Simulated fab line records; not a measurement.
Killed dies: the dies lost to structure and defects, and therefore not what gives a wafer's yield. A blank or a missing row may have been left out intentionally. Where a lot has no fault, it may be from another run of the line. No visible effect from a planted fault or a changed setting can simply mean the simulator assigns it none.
Chamber matching || flow n5-finfet || N5_HKMG_FIN_ETCH_55 on rie-diel-03 has 4 sister chambers
The step etches SOC in N2/H2, target depth 240 nm, time 300 s. 4 wafers are shown with their chamber, then 10 later ones without.

## WAFERS, EACH WITH ITS CHAMBER
{"wafer": "L078.6", "chamber": 0, "showerhead-plenum-p-Torr (Torr)": 2.40}
{"wafer": "L086.5", "chamber": 1, "showerhead-plenum-p-Torr (Torr)": 2.72}
{"wafer": "L089.1", "chamber": 2, "showerhead-plenum-p-Torr (Torr)": 2.42}
{"wafer": "L089.2", "chamber": 3, "showerhead-plenum-p-Torr (Torr)": 2.51}

## WAFERS MISSING THEIR CHAMBER
{"wafer": "L089.4", "showerhead-plenum-p-Torr (Torr)": 2.42}
{"wafer": "L090.1", "showerhead-plenum-p-Torr (Torr)": 2.72}
{"wafer": "L090.4", "showerhead-plenum-p-Torr (Torr)": 2.51}
{"wafer": "L090.6", "showerhead-plenum-p-Torr (Torr)": 2.72}
{"wafer": "L094.3", "showerhead-plenum-p-Torr (Torr)": 2.72}
{"wafer": "L094.4", "showerhead-plenum-p-Torr (Torr)": 2.71}
{"wafer": "L094.5", "showerhead-plenum-p-Torr (Torr)": 2.42}
{"wafer": "L096.1", "showerhead-plenum-p-Torr (Torr)": 2.71}
{"wafer": "L096.3", "showerhead-plenum-p-Torr (Torr)": 2.50}
{"wafer": "L096.4", "showerhead-plenum-p-Torr (Torr)": 2.50}

## CHAMBER TAKEN BY EACH
{"wafer": "L089.4", "from the rows above": 2, "in truth": 2}
{"wafer": "L090.1", "from the rows above": 1, "in truth": 1}
{"wafer": "L090.4", "from the rows above": 3, "in truth": 3}
{"wafer": "L090.6", "from the rows above": 1, "in truth": 1}
{"wafer": "L094.3", "from the rows above": 1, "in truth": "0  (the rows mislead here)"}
{"wafer": "L094.4", "from the rows above": 1, "in truth": 1}
{"wafer": "L094.5", "from the rows above": 2, "in truth": 2}
{"wafer": "L096.1", "from the rows above": 1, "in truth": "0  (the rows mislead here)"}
{"wafer": "L096.3", "from the rows above": 3, "in truth": 3}
{"wafer": "L096.4", "from the rows above": 3, "in truth": 3}
Correct placement for 8 of the 10. Number that these rows cannot place: 0. 2 placed wrongly.
How it was worked out, from the rows above alone: a wafer's distance from a chamber is the root of the sum, over the readings, of the square of ((its reading less the chamber's mean) divided by the reading's scatter). If the next closest chamber is less than 2 further off than the closest, the wafer can't be placed; otherwise it belongs to the closest. Each chamber's mean is taken over the wafers shown for it. The scatter: with one shown wafer a chamber, the root of the mean of the squares of how far each hidden wafer lies from its nearest shown one.
